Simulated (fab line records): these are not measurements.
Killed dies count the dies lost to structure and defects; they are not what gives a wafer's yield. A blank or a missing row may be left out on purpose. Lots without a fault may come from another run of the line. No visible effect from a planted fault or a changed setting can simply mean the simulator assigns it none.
A lot that was struck, set against a sound lot | flow nand-harc | 13 steps out of a route of 1159
Sound: wafers L990.2, L990.4, L990.5. Wafers L980.1, L980.2, L980.3 were the ones struck. At the end, the cause is stated.
Order at every step that has rows: each side's tool, ch and its chambers, its first start. Under that, the readings that differ: sound wafers | struck wafers | difference of the means | sigmas: that difference in standard deviations of wafers without a fault.
alike: readings whose means differ by less than 2 such deviations, and words and numbers that are the same on both sides. not compared: withheld readings, readings that some wafer has no value for, bounds like >300 that may hide the same value, and numbers for which the record gives no deviation and whose values overlap.
The two part at a step that has a row with sigmas, a row that says differs or no value, or rows on one side only. Numbers that don't overlap but have no deviation are shown without sigmas and don't part them. A reading missing from all wafers of one side parts the sides only when that side holds two or more wafers.

first, 1 step without rows for these wafers: NHARC_P_BONDPAD_SRD_31 (time 30 s, dry time 20 s).
NHARC_A_START_INSPECT_01:
  sound: defect-inspect-02 at day 10 11:31; struck: defect-inspect-01 at day 7 23:47
  alike: raw-defect-count
then, 10 steps without rows for these wafers: NHARC_A_ZERO_WELL_PRECLEAN_00 (cleans in SPM, time 600 s); NHARC_A_ZERO_WELL_SRD_01; NHARC_A_ZERO_WELL_DEHYDRATE_02 (time 120 s); NHARC_A_ZERO_WELL_HMDS_03 (time 30 s); NHARC_A_ZERO_WELL_COAT_18 (time 65 s); NHARC_A_ZERO_WELL_COAT_04 (resist thk 600 nm); NHARC_A_ZERO_WELL_SOFTBAKE_05 (time 70 s); NHARC_A_ZERO_WELL_EBR_06; NHARC_A_ZERO_WELL_EXPOSE_07 (exposes mask A ZERO); NHARC_A_ZERO_WELL_PEB_08 (peb time 80 s).
NHARC_A_ZERO_WELL_DEVELOP_09: time 50 s.
  struck on litho-track-03, day 8 00:00; sound on litho-track-05 ch 0, day 10 12:00
  no value came back on the struck wafers for chill-plate-temp-C (C), developer-temp-C (C); on the sound wafers chill-plate-temp-C (C) reads 22.92 22.90 22.74

WHERE THEY PART
Only at NHARC_A_ZERO_WELL_DEVELOP_09, as far as this record shows.

WHY: the cause the simulator had injected
Step skipped in full: litho-track-03, at NHARC_A_ZERO_WELL_DEVELOP_09, from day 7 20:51 onward. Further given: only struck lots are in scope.
